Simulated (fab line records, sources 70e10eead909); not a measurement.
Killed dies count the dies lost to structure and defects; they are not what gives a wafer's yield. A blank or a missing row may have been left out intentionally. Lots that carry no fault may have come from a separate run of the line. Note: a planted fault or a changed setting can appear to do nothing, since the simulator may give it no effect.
Matching of chambers    flow nandHarc    NHARC_A_STAIRCASE_DEP_471 on pecvd-04: 3 sister chambers
The step deposits SiO2, target thk 100 nm. 20 wafers are shown with their chamber, then 10 later ones without.

== WAFERS PAIRED WITH THEIR CHAMBERS ==
wafer   chamber  throttleValvePct (%)  heaterPowerOuterW (W)  heaterPowerW (W)
L074.3  0        17.1                  324                    600
L074.4  0        17.7                  321                    604
L074.5  2        16.1                  302                    499
L077.1  1        16.5                  328                    544
L077.4  1        16.7                  334                    554
L077.5  2        15.8                  368                    581
L081.1  2        15.7                  346                    552
L081.4  1        16.4                  311                    538
L081.5  2        15.8                  352                    560
L083.1  0        16.8                  282                    579
L083.3  2        15.9                  424                    657
L083.6  2        15.7                  422                    653
L085.2  0        17.1                  326                    646
L085.3  2        16.0                  414                    646
L085.6  0        16.7                  339                    642
L085.1  1        16.2                  337                    564
L085.4  1        16.9                  349                    567
L085.5  2        16.0                  417                    636
L089.1  2        16.1                  419                    647
L089.2  1        16.7                  331                    551

SIGNATURES (averages over the wafers above)
reading            chamber 0  chamber 1  chamber 2  scatter within a chamber
throttleValvePct   17.080     16.567     15.900     0.257
heaterPowerOuterW  318.40     331.67     384.89     32.8
heaterPowerW       614.20     553.00     603.44     42
Rule: a wafer lies at a distance from a chamber equal to the root of the sum of squares, over the readings, of (its reading less the chamber's mean, divided by the reading's scatter). The wafer belongs to the nearest chamber; if the next one is less than 2 further off, it can't be placed. How the scatter is found: for the shown wafers, subtract from each reading the mean of its chamber, square and add these, divide the total by (wafers less chambers), then take the root.

== WAFERS WHOSE CHAMBER IS MISSING ==
wafer   throttleValvePct (%)  heaterPowerOuterW (W)  heaterPowerW (W)
L089.4  17.1                  294                    605
L089.3  17.0                  295                    611
L089.5  16.3                  428                    654
L089.6  16.5                  340                    569
L090.3  16.7                  363                    587
L090.4  16.6                  360                    595
L090.5  16.2                  383                    609
L096.1  17.3                  212                    483
L096.2  16.6                  294                    514
L096.5  17.3                  216                    492

== EACH ONE'S CHAMBER ==
wafer   from the rows above           in truth
L089.4  can't be placed: 0 or 1       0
L089.3  can't be placed: 0 or 1       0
L089.5  can't be placed: 2 or 1       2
L089.6  1                             1
L090.3  can't be placed: 1 or 0 or 2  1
L090.4  can't be placed: 1 or 0 or 2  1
L090.5  can't be placed: 2 or 1       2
L096.1  can't be placed: 0 or 1       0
L096.2  can't be placed: 1 or 0       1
L096.5  can't be placed: 0 or 1       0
Correctly placed: 1 of 10. From these rows, 9 cannot be placed; in 9 the true chamber is one of the candidates. Wrongly placed: 0.
